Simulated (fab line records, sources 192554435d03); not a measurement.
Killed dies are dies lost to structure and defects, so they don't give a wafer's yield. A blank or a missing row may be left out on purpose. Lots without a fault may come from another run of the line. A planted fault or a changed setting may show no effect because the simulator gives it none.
Which tool did it? | flow n5_finfet | 9 lots, 27 wafers sampled, at 5 steps of a route of 1938

WHAT THE GAUGES READ, wafer by wafer
N5_BEOL_M4_RC_MEAS_101. Usual: DIBL_N 36.2 mV/V, standard deviation 1.5; DIBL_P 36.2 mV/V, standard deviation 1.7; IOFF_N 0.155 nA/um, standard deviation 0.021; IOFF_P 0.216 nA/um, standard deviation 0.026; ION_N 674 uA/um, standard deviation 11; ION_P 464 uA/um, standard deviation 6.8; SS_N 71.5 mV/dec, standard deviation 0.56; SS_P 73.3 mV/dec, standard deviation 0.6; VT_N 250.2 mV, standard deviation 2.6; VT_P -249.3 mV, standard deviation 2.5.
lot  | measured     | on        | DIBL_N (mV/V)  | DIBL_P (mV/V)  | IOFF_N (nA/um)    | IOFF_P (nA/um)    | ION_N (uA/um) | ION_P (uA/um) | SS_N (mV/dec)  | SS_P (mV/dec)  | VT_N (mV)         | VT_P (mV)            | flag
L147 | day 8 08:34  | prober-01 | 33.3 35.6 36.5 | 33.5 36.3 36.6 | 0.137 0.173 0.191 | 0.185 0.222 0.233 | 679 691 693   | 470 471 477   | 70.5 71.4 72.2 | 73.2 73.4 73.1 | 251.1 247.4 246.9 | -248.6 -246.7 -245.7 |
L148 | day 8 08:26  | prober-02 | 35.7 37.5 38.0 | 35.2 37.7 37.4 | 0.148 0.183 0.186 | 0.202 0.246 0.230 | 676 674 674   | 460 463 464   | 71.5 72.8 71.8 | 73.0 73.4 73.8 | 251.2 250.7 249.9 | -251.9 -248.5 -249.7 |
L149 | day 8 10:38  | prober-01 | 36.1 33.8 35.9 | 36.1 33.9 36.0 | 0.164 0.140 0.167 | 0.235 0.190 0.228 | 669 677 660   | 464 470 462   | 71.8 71.4 72.2 | 73.6 72.2 74.4 | 247.7 251.1 247.7 | -247.4 -251.2 -248.1 |
L156 | day 10 01:16 | prober-01 | 33.5 33.4 34.9 | 34.8 33.9 35.8 | 0.125 0.124 0.144 | 0.189 0.173 0.193 | 662 663 662   | 458 461 450   | 71.1 71.0 70.9 | 72.1 72.5 72.3 | 253.4 252.7 252.0 | -251.0 -254.0 -252.1 |
L159 | day 11 01:03 | prober-02 | 36.9 39.5 36.4 | 36.2 39.9 36.4 | 0.154 0.221 0.158 | 0.235 0.302 0.239 | 661 688 689   | 462 478 473   | 71.2 71.5 72.1 | 72.6 73.6 72.4 | 250.8 242.6 247.0 | -246.5 -245.0 -247.0 |
L161 | day 11 03:08 | prober-01 | 35.9 34.9 35.9 | 37.0 35.6 36.9 | 0.148 0.132 0.158 | 0.195 0.174 0.200 | 678 662 666   | 456 454 457   | 71.0 71.6 71.6 | 73.3 73.0 72.6 | 252.3 253.1 249.4 | -253.9 -255.1 -254.0 |
L168 | day 13 15:43 | prober-01 | 38.5 37.8 38.0 | 37.4 36.8 36.3 | 0.169 0.157 0.160 | 0.240 0.241 0.234 | 682 660 666   | 472 463 460   | 71.6 72.0 71.7 | 74.0 74.0 73.9 | 249.8 250.4 249.1 | -248.0 -248.8 -248.1 |
L169 | day 13 21:12 | prober-01 | 35.9 35.2 35.2 | 35.9 35.6 35.6 | 0.162 0.155 0.155 | 0.202 0.196 0.192 | 665 680 687   | 453 465 464   | 71.4 71.6 70.9 | 73.7 74.0 74.0 | 252.5 249.2 250.3 | -249.9 -249.9 -248.8 |
L170 | day 13 22:56 | prober-02 | 36.5 36.8 36.4 | 37.6 37.6 38.0 | 0.158 0.148 0.161 | 0.223 0.227 0.230 | 681 655 679   | 473 462 478   | 71.0 71.7 71.5 | 73.7 73.4 73.2 | 249.6 254.4 250.5 | -246.7 -250.3 -249.6 |

WHICH TOOL RAN EACH LOT (tool, then ch and the chambers of the sampled wafers, then the start)
lot  | N5_MOL_CONTACT_COAG_ETCH_110       | N5_MOL_CONTACT_COAG_IMPLANT_129 | N5_MOL_CONTACT_COAG_ALD_20         | N5_MOL_CONTACT_COAG_PRE_CLEAN_141
L147 | rie_diel-05 ch 0,1, day 4 17:35    | implanter-02 ch 0, day 4 17:44  | ald_metal-04 ch 0,1,3, day 4 18:17 | pvd_sputter-02, day 4 19:54
L148 | rie_diel-02 ch 0,2,3, day 5 01:29  | implanter-01 ch 0, day 5 01:41  | ald_metal-02 ch 0,2,3, day 5 04:21 | pvd_sputter-03, day 5 05:22
L149 | rie_diel-02 ch 0,2,3, day 5 03:04  | implanter-02 ch 0, day 5 03:16  | ald_metal-03 ch 0,1,2, day 5 04:44 | pvd_sputter-01, day 5 07:35
L156 | rie_diel-02 ch 0,1,3, day 6 20:29  | implanter-01 ch 0, day 6 20:39  | ald_metal-04 ch 0,2, day 6 21:20   | pvd_sputter-01, day 6 23:11
L159 | rie_diel-05 ch 1,3, day 7 20:22    | implanter-01 ch 0, day 7 20:31  | ald_metal-02 ch 1,2,3, day 7 21:08 | pvd_sputter-02, day 7 22:34
L161 | rie_diel-04 ch 1,2, day 8 08:58    | implanter-01 ch 0, day 8 09:08  | ald_metal-02 ch 0,1, day 8 10:05   | pvd_sputter-01, day 8 10:59
L168 | rie_diel-05 ch 0,1, day 9 22:38    | implanter-02 ch 0, day 9 22:49  | ald_metal-03 ch 1,2,3, day 9 23:22 | pvd_sputter-02, day 10 00:47
L169 | rie_diel-04 ch 0,2, day 10 03:00   | implanter-02 ch 0, day 10 03:13 | ald_metal-02 ch 0,1, day 10 03:44  | pvd_sputter-02, day 10 04:41
L170 | rie_diel-05 ch 0,1,3, day 10 13:31 | implanter-02 ch 0, day 10 13:45 | ald_metal-04 ch 0,3, day 10 16:33  | pvd_sputter-01, day 10 17:09
- N5_MOL_CONTACT_COAG_ETCH_110: etches Si in CF4/O2, target depth 2.5 nm, time 8 s.
- N5_MOL_CONTACT_COAG_IMPLANT_129
- N5_MOL_CONTACT_COAG_ALD_20: deposits TiN, target thk 1.5 nm, pulse time 1 s, purge time 3 s.
- N5_MOL_CONTACT_COAG_PRE_CLEAN_141: time 60 s.

WHAT THE TOOLS THEMSELVES READ (means of the sampled wafers that have a number; where no wafer has one, the mark that the record gives instead)
N5_MOL_CONTACT_COAG_ETCH_110. Usual: drypump_motor_current_A 5.7 A, standard deviation 0.38; mfc_ar_sccm 99.96 sccm, standard deviation 0.29; oes_product_au 0.83 a.u., standard deviation 0.079; rf_fwd_power_W 198.2 W, standard deviation 0.67; rf_vpp_V 127.8 V, standard deviation 1.4; showerhead_plenum_p_Torr 2.23 Torr, standard deviation 0.076; throttle_valve_pct 10.65 %, standard deviation 0.21.
lot  | tool        | drypump_motor_current_A (A) | mfc_ar_sccm (sccm) | oes_product_au (a.u.) | rf_fwd_power_W (W) | rf_vpp_V (V) | showerhead_plenum_p_Torr (Torr) | throttle_valve_pct (%) | flag
L147 | rie_diel-05 | 5.8                         | 99.84              | 0.83                  | 197.8              | 129.0        | 2.31                            | 10.54                  |
L148 | rie_diel-02 | 5.9                         | 100.26             | 0.85                  | 197.9              | 129.5        | 2.25                            | 10.59                  |
L149 | rie_diel-02 | 5.9                         | 100.11             | 0.84                  | 197.8              | 129.5        | 2.25                            | 10.60                  |
L156 | rie_diel-02 | 6.0                         | 100.12             | 0.76                  | 198.0              | 128.5        | 2.17                            | 10.72                  |
L159 | rie_diel-05 | 5.7                         | 99.77              | 0.87                  | 198.6              | 128.2        | 2.21                            | 10.58                  |
L161 | rie_diel-04 | 6.0                         | 99.92              | 0.87                  | 198.3              | 127.5        | 2.22                            | 10.43                  |
L168 | rie_diel-05 | 5.8                         | 100.04             | 0.77                  | 198.8              | 129.0        | 2.29                            | 10.67                  |
L169 | rie_diel-04 | 5.7                         | 100.01             | 0.81                  | 198.8              | 127.2        | 2.20                            | 10.55                  |
L170 | rie_diel-05 | 5.8                         | 99.51              | 0.80                  | 198.1              | 127.6        | 2.24                            | 10.68                  |

N5_MOL_CONTACT_COAG_IMPLANT_129. Usual: beam_energy_keV 3.0001, standard deviation 0.0009; end_station_pressure_torr 5.9e-06 Torr, standard deviation 3.8e-07.
lot  | tool         | beam_energy_keV | end_station_pressure_torr (Torr) | flag
L147 | implanter-02 | 3.0002          | 6.0e-06                          |
L148 | implanter-01 | 3.0007          | 5.8e-06                          |
L149 | implanter-02 | 3.0006          | 6.5e-06                          |
L156 | implanter-01 | 2.9996          | 5.8e-06                          |
L159 | implanter-01 | 1.5544          | 1.1e-05                          | OFF
L161 | implanter-01 | 1.5534          | 1.1e-05                          | OFF
L168 | implanter-02 | 2.9999          | 6.3e-06                          |
L169 | implanter-02 | 3.0011          | 6.1e-06                          |
L170 | implanter-02 | 2.9998          | 6.5e-06                          |

N5_MOL_CONTACT_COAG_ALD_20. Usual: heater_power_w 868 W, standard deviation 82; precursor_pulse_height_rel 1.000, standard deviation 0.02.
lot  | tool         | heater_power_w (W) | precursor_pulse_height_rel | flag
L147 | ald_metal-04 | 856                | 1.004                      |
L148 | ald_metal-02 | 793                | 0.999                      |
L149 | ald_metal-03 | 992                | 0.996                      |
L156 | ald_metal-04 | 894                | 0.995                      |
L159 | ald_metal-02 | 877                | 1.003                      |
L161 | ald_metal-02 | 885                | 1.000                      |
L168 | ald_metal-03 | 928                | 1.001                      |
L169 | ald_metal-02 | 885                | 1.027                      |
L170 | ald_metal-04 | 836                | 1.011                      |

N5_MOL_CONTACT_COAG_PRE_CLEAN_141. Usual: heater_power_w 511 W, standard deviation 49.
lot  | tool           | heater_power_w (W) | flag
L147 | pvd_sputter-02 | 525                |
L148 | pvd_sputter-03 | 503                |
L149 | pvd_sputter-01 | 499                |
L156 | pvd_sputter-01 | 529                |
L159 | pvd_sputter-02 | 496                |
L161 | pvd_sputter-01 | 517                |
L168 | pvd_sputter-02 | 513                |
L169 | pvd_sputter-02 | 568                |
L170 | pvd_sputter-01 | 544                |

THE ANSWER, worked out from the rows above alone
Rule: a lot is off if the mean of its wafers that have a number lies more than 3 standard deviations from the usual mean. A lot without any number at a reading at which 4 lots or more have one is off too. The other lots that the step has rows for count as sound. The gauges are gone through in route order, then the tools' own readings, and for those a lot's mean is taken as printed above. The first step at which some lot is off is used, and at that step the reading that is off furthest; a lot without a number counts as furthest.
Off: L159, L161, at N5_MOL_CONTACT_COAG_IMPLANT_129 (beam_energy_keV).
A tool fits if, at that step or a process step before it, it ran every lot that is off, and no sound lot after the first of them. One fits: implanter-01 at N5_MOL_CONTACT_COAG_IMPLANT_129. Its last sound lot is L156 (day 6 20:39), its first lot that is off L159 (day 7 20:31): a fault that began between those two fits.
The tool's own readings at N5_MOL_CONTACT_COAG_IMPLANT_129 bear it out: on the lots that are off they differ by more than 5 times the standard deviation of the sound lots' means. beam_energy_keV reads 1.5539 there against 3.0003 on the sound lots; end_station_pressure_torr reads 1.1e-05 Torr there against 6.1e-06 Torr on the sound lots.

WHAT THE SIMULATOR HAD PUT IN
Process parameter drift: implanter-01, from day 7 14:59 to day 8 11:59, at N5_MOL_CONTACT_COAG_IMPLANT_129. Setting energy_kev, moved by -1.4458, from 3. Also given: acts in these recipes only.
Lots struck among those shown: L159, L161. The rule above found the same.
